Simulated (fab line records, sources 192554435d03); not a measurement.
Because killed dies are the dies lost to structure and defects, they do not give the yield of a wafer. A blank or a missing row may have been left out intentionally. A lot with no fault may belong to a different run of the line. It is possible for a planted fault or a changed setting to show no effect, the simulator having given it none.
One fault seen from 2 desks || flow n5_finfet || each desk holds nothing but its own numbers, with what lay behind them at the end

AT THE TOOL OWNER'S DESK: litho_track-04
The tool's own readings at N5_BEOL_M14_COAT_65 (time 60 s, resist thk 450 nm): means of the sampled wafers that have a number, for each lot that ran on this tool. A lot is out of limits, marked OUT, if its mean lies more than 4 standard deviations from the usual mean; the brackets give that distance.
Columns: A = resist_line_temp_C at N5_BEOL_M14_COAT_65, usual 22.98 C; B = spin_speed_rpm at N5_BEOL_M14_COAT_65, usual 1500.0 rpm
{"lot": "L356", "first seen here": "day 10 19:01", "A": 23.06, "B": 1499.3}
{"lot": "L367", "first seen here": "day 14 13:46", "A": 23.09, "B": 1500.3}
{"lot": "L370", "first seen here": "day 15 03:28", "A": 23.10, "B": "1465.8 (-31) OUT"}
{"lot": "L371", "first seen here": "day 15 08:41", "A": 22.96, "B": "1464.7 (-32) OUT"}
Finding of this desk: L370, L371 out of limits; the first was L370 at day 15 03:28, on spin_speed_rpm at N5_BEOL_M14_COAT_65. L356, L367 stayed within limits.

THE METROLOGY DESK
Means of the sampled wafers that have a number, per lot and without regard to the tool the lot ran on: this is what the gauges read. A lot is out of limits, marked OUT, if its mean lies more than 4 standard deviations from the usual mean; the brackets give that distance.
Columns: A = M13_THK at N5_BEOL_M13_THK_MEAS_50, usual 420 nm; B = cd_nm at N5_BEOL_M14_CD_MEAS_17, usual 250.4 nm
{"lot": "L356", "first seen here": "day 10 17:38", "A": 420, "B": 252.3}
{"lot": "L358", "first seen here": "day 11 22:07", "A": 413, "B": 250.7}
{"lot": "L361", "first seen here": "day 13 10:42", "A": 427, "B": 251.3}
{"lot": "L367", "first seen here": "day 14 12:21", "A": 404, "B": 249.3}
{"lot": "L369", "first seen here": "day 14 16:25", "A": 417, "B": 249.3}
{"lot": "L370", "first seen here": "day 15 01:49", "A": 417, "B": 249.7}
{"lot": "L371", "first seen here": "day 15 07:25", "A": 413, "B": 251.0}
{"lot": "L373", "first seen here": "day 15 20:23", "A": 422, "B": 248.9}
{"lot": "L374", "first seen here": "day 16 08:08", "A": 422, "B": 250.7}
{"lot": "L376", "first seen here": "day 17 06:31", "A": 427, "B": 250.2}
{"lot": "L377", "first seen here": "day 17 13:11", "A": 410, "B": 249.0}
Result from this desk: across the 11 lots, nothing is out of limits.

ALL TOGETHER
On L370, L371, at day 15 03:28, an alarm was possible from the tool owner's desk.
At the metrology desk, nothing out of limits was observed.
The metrology desk has L370, L371 on record, within its limits.
Of the lots named, all ran N5_BEOL_M14_COAT_65 on litho_track-04.

WHAT THE SIMULATOR HAD INSERTED
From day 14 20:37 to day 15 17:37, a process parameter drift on litho_track-04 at N5_BEOL_M14_COAT_65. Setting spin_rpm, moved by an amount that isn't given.
Lots struck among those shown: L370, L371.
How many hours passed from the start of the fault until each desk's first out-of-limits reading: the tool owner's desk, 7.
